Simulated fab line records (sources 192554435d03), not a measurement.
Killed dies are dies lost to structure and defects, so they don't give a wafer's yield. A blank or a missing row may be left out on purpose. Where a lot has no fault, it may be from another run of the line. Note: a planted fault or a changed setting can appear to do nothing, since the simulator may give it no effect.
fab line records | flow n5_finfet
[record] lots = 7 | wafers = 39
route steps=1938 shown ZERO_LAYER@11 FIN_CUT@169 SD_EPI_P@302 DUMMY_REMOVAL@382 GATE_CUT@510 BEOL_M0_SAQP@638 BEOL_M1@835 BEOL_M4@1037
start_h: the number of hours between the record's first day and the start of the first shown wafer of the lot | wait_h: hours from the lot's prior step to this one | " as in the row above | L1.1+2: a row that stands for several wafers | - no value, or no start given | * or withheld: withheld | < > ~ a bound
route shown NAME@n: NAME is a module with steps in the file, n the number in the route of the first one | usual: mean/standard deviation taken from wafers without a fault | same: alike in all rows | chamber/n: place in a boat | sites: per-site readings | _std_site: their standard deviation | _edge_site: outer sites' mean less inner sites' | radius_mm: for every site, how far away it sits from the centre of the wafer | mask NAME#n: copy n | behind: the tool/chamber that last shaped the wafer | hold: what put the lot on hold/how long, in hours/how the hold closed | device: names the non-switching transistor (n, p or np) | end of line: tests of these same wafers at the route's end | a step without rows: its recipe alone | killed: count of dies lost to structure and defects at first sort (not the wafer's yield) | map: dies across one wafer; x = killed, . = not, _ = none there
set.NAME: the setting as run; set.NAME@STEP: as run at that earlier step | model.NAME: the simulator's own value behind a step, which no gauge read
lots run with intentionally changed settings; tables by step, rows by wafer
[[steps]]
[step N5_ZERO_LAYER_DEVELOP_10]
[recipe] develop_time_s = 60 | rinse_liquid = diw | dry = air_spin | dev_temp_c = 21
[step N5_FIN_CUT_ETCH_21]
[recipe] chemistry = N2/H2 | target = SOC | target_depth_a = 2190 | overetch_a = 438 | mask_material = SiARC | temp_c = 40 | ion_energy_ev = 100 | bias_w = 61 | time_s = 523.5 | pressure_mtorr = 30 | source_w = 850 | n2_flow_sccm = 200 | h2_flow_sccm = 200
[step N5_SD_EPI_P_DEVELOP_08]
[recipe] develop_time_s = 30 | developer = TMAH | resist = CAR-ArF-block | dev_temp_c = 23 | rinse_liquid = diw | dry = air_spin
[step N5_DUMMY_REMOVAL_PRECLEAN_08]
[recipe] chemistry = NF3:NH3 | afs_cycles = 2 | temp_c = 30 | time_s = 20 | sublimation_temp_c = 180 | sublimation_time_s = 60 | pressure_torr = 3 | rf_power_w = 30
[step N5_GATE_CUT_ALD_22]
[recipe] material = SiNx | target_thk_a = 160 | temp_c = 400 | ald_precursor_family = SiH2I2 | ald_co_reactant = N2/H2-plasma | pulse_time_s = 1 | ald_cycles = 320 | purge_time_s = 2 | co_reactant_purge_time_s = 2 | pressure_torr = 2
[step N5_BEOL_M0_SAQP_PECVD_04]
[recipe] material = a-Si | target_thk_a = 600 | temp_c = 350 | precursor = SiH4/He | pressure_torr = 3 | rf_w = 100 | time_s = 60.2
[step N5_BEOL_M1_PRE_CLEAN_60]
[recipe] gas = NH3/H2 | time_s = 15 | temp_c = * | rf_power_w = 300
[step N5_BEOL_M4_DESCUM_16]
[recipe] chemistry = O2 | time_s = 7 | source_power_w = 50 | bias_power_w = 20 | pressure_mtorr = 20 | rf_frequency_hz = 2.712e+07 | temp_c = 40 | resist = CAR-EUV | o2_flow_sccm = 225
[step N5_BEOL_M4_RC_MEAS_101]
[usual] EOT_N = 10.52/0.096 | EOT_P = 10.48/0.093 | IGATE_N = 0.0128/0.0021 | IGATE_P = 0.0038/0.00061
lot.wafer | tool      | chamber | start_h | wait_h | set.develop_time_s@ZERO_LAYER_DEVELOP_10 | set.time_s@FIN_CUT_ETCH_21 | set.develop_time_s@SD_EPI_P_DEVELOP_08 | set.time_s@DUMMY_REMOVAL_PRECLEAN_08 | set.ald_cycles@GATE_CUT_ALD_22 | set.time_s@BEOL_M0_SAQP_PECVD_04 | set.time_s@BEOL_M1_PRE_CLEAN_60 | set.time_s@BEOL_M4_DESCUM_16 | EOT_N | EOT_P | IGATE_N[nA/um] | IGATE_P[nA/um]
L075.1    | prober-02 | 0       | 185.65  | 0.0    | 60                                       | 365                        | 47.93                                  | 27.44                                | 132                            | 60.2                             | 11.19                           | 7                            | -     | -     | -              | -
L075.2    | "         | 0       | "       | "      | 80.65                                    | 523.5                      | 30                                     | 27.44                                | 132                            | 32.69                            | 15                              | 11.15                        | 10.54 | 10.48 | 0.0110         | 0.0032
L075.3    | "         | 0       | "       | "      | 60                                       | 365                        | 30                                     | 20                                   | 320                            | 32.69                            | 11.19                           | 11.15                        | -     | -     | -              | -
L075.4    | "         | 0       | "       | "      | 60                                       | 523.5                      | 30                                     | 27.44                                | 320                            | 60.2                             | 15                              | 11.15                        | 10.47 | 10.52 | 0.0112         | 0.0032
L075.5    | "         | 0       | "       | "      | 80.65                                    | 365                        | 47.93                                  | 20                                   | 320                            | 32.69                            | 11.19                           | 7                            | -     | -     | -              | -
L075.6    | "         | 0       | "       | "      | 80.65                                    | 523.5                      | 47.93                                  | 20                                   | 132                            | 60.2                             | 15                              | 7                            | 10.71 | 10.62 | 0.0091         | 0.0026
L079.1    | prober-01 | 0       | 231.55  | 0.0    | 28.6                                     | 523.5                      | 30                                     | 13.15                                | 434                            | 60.2                             | 21.08                           | 9.877                        | 10.85 | 10.86 | 0.0093         | 0.0028
L079.2    | "         | 0       | "       | "      | 28.6                                     | 656.8                      | 30                                     | 20                                   | 434                            | 44.12                            | 15                              | 7                            | 10.54 | 10.37 | 0.0150         | 0.0046
L079.3    | "         | 0       | "       | "      | 60                                       | 656.8                      | 30                                     | 20                                   | 320                            | 60.2                             | 21.08                           | 9.877                        | 10.57 | 10.47 | 0.0144         | 0.0044
L079.4    | "         | 0       | "       | "      | 28.6                                     | 523.5                      | 30                                     | 13.15                                | 320                            | 44.12                            | 15                              | 9.877                        | 10.95 | 10.80 | 0.0101         | 0.0031
L079.5    | "         | 0       | "       | "      | 60                                       | 523.5                      | 30                                     | 20                                   | 434                            | 60.2                             | 15                              | 7                            | 10.42 | 10.30 | 0.0164         | 0.0050
L079.6    | "         | 0       | "       | "      | 60                                       | 656.8                      | 30                                     | 13.15                                | 320                            | 44.12                            | 21.08                           | 7                            | 11.02 | 10.86 | 0.0083         | 0.0025
L083.1    | prober-02 | 0       | 234.31  | 0.0    | 60                                       | 523.5                      | 30                                     | 20                                   | 149                            | 44.8                             | 10.61                           | 7                            | 10.50 | 10.50 | 0.0123         | 0.0037
L083.2    | "         | 0       | "       | "      | 60                                       | 523.5                      | 15.05                                  | 20                                   | 320                            | 44.8                             | 15                              | 10.37                        | 10.47 | 10.53 | 0.0115         | 0.0034
L083.3    | "         | 0       | "       | "      | 60                                       | 836.8                      | 15.05                                  | 20                                   | 149                            | 60.2                             | 15                              | 10.37                        | 10.44 | 10.41 | 0.0149         | 0.0044
L083.4    | "         | 0       | "       | "      | 60                                       | 836.8                      | 30                                     | 14.7                                 | 149                            | 60.2                             | 10.61                           | 7                            | 10.69 | 10.76 | 0.0084         | 0.0025
L083.5    | "         | 0       | "       | "      | 60                                       | 523.5                      | 15.05                                  | 14.7                                 | 320                            | 60.2                             | 10.61                           | 10.37                        | 10.67 | 10.75 | 0.0110         | 0.0032
L083.6    | "         | 0       | "       | "      | 60                                       | 836.8                      | 30                                     | 14.7                                 | 320                            | 44.8                             | 15                              | 7                            | 10.83 | 10.73 | 0.0093         | 0.0027
L088.1    | prober-02 | 0       | 267.05  | 0.0    | 81.42                                    | 748.8                      | 30                                     | 20                                   | 320                            | 60.2                             | 15                              | 7                            | 10.60 | 10.46 | 0.0112         | 0.0034
L088.2    | "         | 0       | "       | "      | 60                                       | 748.8                      | 41.53                                  | 11.11                                | 320                            | 60.2                             | 15                              | 7                            | 11.67 | 11.65 | 0.0037         | 0.0011
L088.3    | "         | 0       | "       | "      | 60                                       | 523.5                      | 30                                     | 11.11                                | 320                            | 60.2                             | 22.97                           | 7                            | 11.58 | 11.67 | 0.0038         | 0.0011
L088.4    | "         | 0       | "       | "      | 60                                       | 748.8                      | 30                                     | 20                                   | 320                            | 60.2                             | 22.97                           | 9.787                        | 10.48 | 10.44 | 0.0134         | 0.0040
L088.5    | "         | 0       | "       | "      | 81.42                                    | 523.5                      | 41.53                                  | 20                                   | 320                            | 60.2                             | 22.97                           | 9.787                        | 10.58 | 10.56 | 0.0124         | 0.0037
L088.6    | "         | 0       | "       | "      | 81.42                                    | 523.5                      | 41.53                                  | 11.11                                | 320                            | 60.2                             | 15                              | 9.787                        | 11.52 | 11.64 | 0.0037         | 0.0011
L090.1    | prober-01 | 0       | 267.18  | 0.0    | 60                                       | 523.5                      | 30                                     | 20                                   | 320                            | 82.18                            | 15                              | 8.159                        | 10.52 | 10.53 | 0.0109         | 0.0033
L090.2    | "         | 0       | "       | "      | 94.06                                    | 523.5                      | 30                                     | 24.18                                | 320                            | 82.18                            | 15                              | 8.159                        | 10.51 | 10.45 | 0.0134         | 0.0040
L090.3    | "         | 0       | "       | "      | 60                                       | 523.5                      | 30                                     | 24.18                                | 320                            | 60.2                             | 15                              | 7                            | 10.64 | 10.52 | 0.0105         | 0.0031
L090.4    | "         | 0       | "       | "      | 94.06                                    | 523.5                      | 30                                     | 20                                   | 320                            | 60.2                             | 15                              | 8.159                        | 10.55 | 10.39 | 0.0125         | 0.0037
L090.5    | "         | 0       | "       | "      | 60                                       | 523.5                      | 30                                     | 24.18                                | 320                            | 60.2                             | 15                              | 7                            | 10.56 | 10.43 | 0.0127         | 0.0038
L090.6    | "         | 0       | "       | "      | 94.06                                    | 523.5                      | 30                                     | 20                                   | 320                            | 82.18                            | 15                              | 7                            | 10.57 | 10.52 | 0.0115         | 0.0034
L092.1    | prober-02 | 0       | 281.12  | 0.0    | 60                                       | 523.5                      | 30                                     | 20                                   | 320                            | 60.2                             | 15                              | 7                            | 10.51 | 10.54 | 0.0107         | 0.0033
L092.5    | "         | 0       | "       | "      | 60                                       | 523.5                      | 30                                     | 20                                   | 320                            | 60.2                             | 15                              | 7                            | 10.50 | 10.36 | 0.0128         | 0.0039
L092.6    | "         | 0       | "       | "      | 60                                       | 523.5                      | 30                                     | 20                                   | 320                            | 60.2                             | 15                              | 7                            | 10.54 | 10.54 | 0.0126         | 0.0038
L091.1    | prober-01 | 0       | 281.64  | 0.0    | 75.46                                    | 523.5                      | 30                                     | 20                                   | 320                            | 75.31                            | 15                              | 7                            | 10.57 | 10.49 | 0.0111         | 0.0034
L091.2    | "         | 0       | "       | "      | 60                                       | 523.5                      | 37.2                                   | 20                                   | 320                            | 60.2                             | 15                              | 4.214                        | 10.54 | 10.46 | 0.0138         | 0.0041
L091.3    | "         | 0       | "       | "      | 75.46                                    | 523.5                      | 37.2                                   | 20                                   | 227                            | 60.2                             | 15                              | 7                            | 10.52 | 10.44 | 0.0145         | 0.0043
L091.4    | "         | 0       | "       | "      | 60                                       | 755.3                      | 30                                     | 20                                   | 227                            | 60.2                             | 15                              | 4.214                        | 10.49 | 10.51 | 0.0132         | 0.0039
L091.5    | "         | 0       | "       | "      | 75.46                                    | 755.3                      | 37.2                                   | 20                                   | 320                            | 75.31                            | 15                              | 7                            | 10.47 | 10.41 | 0.0116         | 0.0035
L091.6    | "         | 0       | "       | "      | 60                                       | 755.3                      | 30                                     | 20                                   | 227                            | 75.31                            | 15                              | 4.214                        | 10.51 | 10.42 | 0.0139         | 0.0042
[[key]]
[split] step = N5_ZERO_LAYER_DEVELOP_10 | setting = develop_time_s | stated_as = 60
response none clear
[split] step = N5_FIN_CUT_ETCH_21 | setting = time_s | stated_as = 523.5
response none clear
[split] step = N5_SD_EPI_P_DEVELOP_08 | setting = develop_time_s | stated_as = 30
response none clear
[split] step = N5_DUMMY_REMOVAL_PRECLEAN_08 | setting = time_s | stated_as = 20
[response] step = N5_BEOL_M4_RC_MEAS_101 | reading = IGATE_P | slope = +4.58e-05 | per = 1% | together_with = all | explained = 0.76
[response] step = N5_BEOL_M4_RC_MEAS_101 | reading = EOT_N | slope = -0.0147 | per = 1% | together_with = all | explained = 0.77
[response] step = N5_BEOL_M4_RC_MEAS_101 | reading = IGATE_N | slope = +0.000151 | per = 1% | together_with = all | explained = 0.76
[response] step = N5_BEOL_M4_RC_MEAS_101 | reading = EOT_P | slope = -0.0159 | per = 1% | together_with = all | explained = 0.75
[split] step = N5_GATE_CUT_ALD_22 | setting = ald_cycles | stated_as = 320
response none clear
[split] step = N5_BEOL_M0_SAQP_PECVD_04 | setting = time_s | stated_as = 60.2
response none clear
[split] step = N5_BEOL_M1_PRE_CLEAN_60 | setting = time_s | stated_as = 15
response none clear
[split] step = N5_BEOL_M4_DESCUM_16 | setting = time_s | stated_as = 7
response none clear
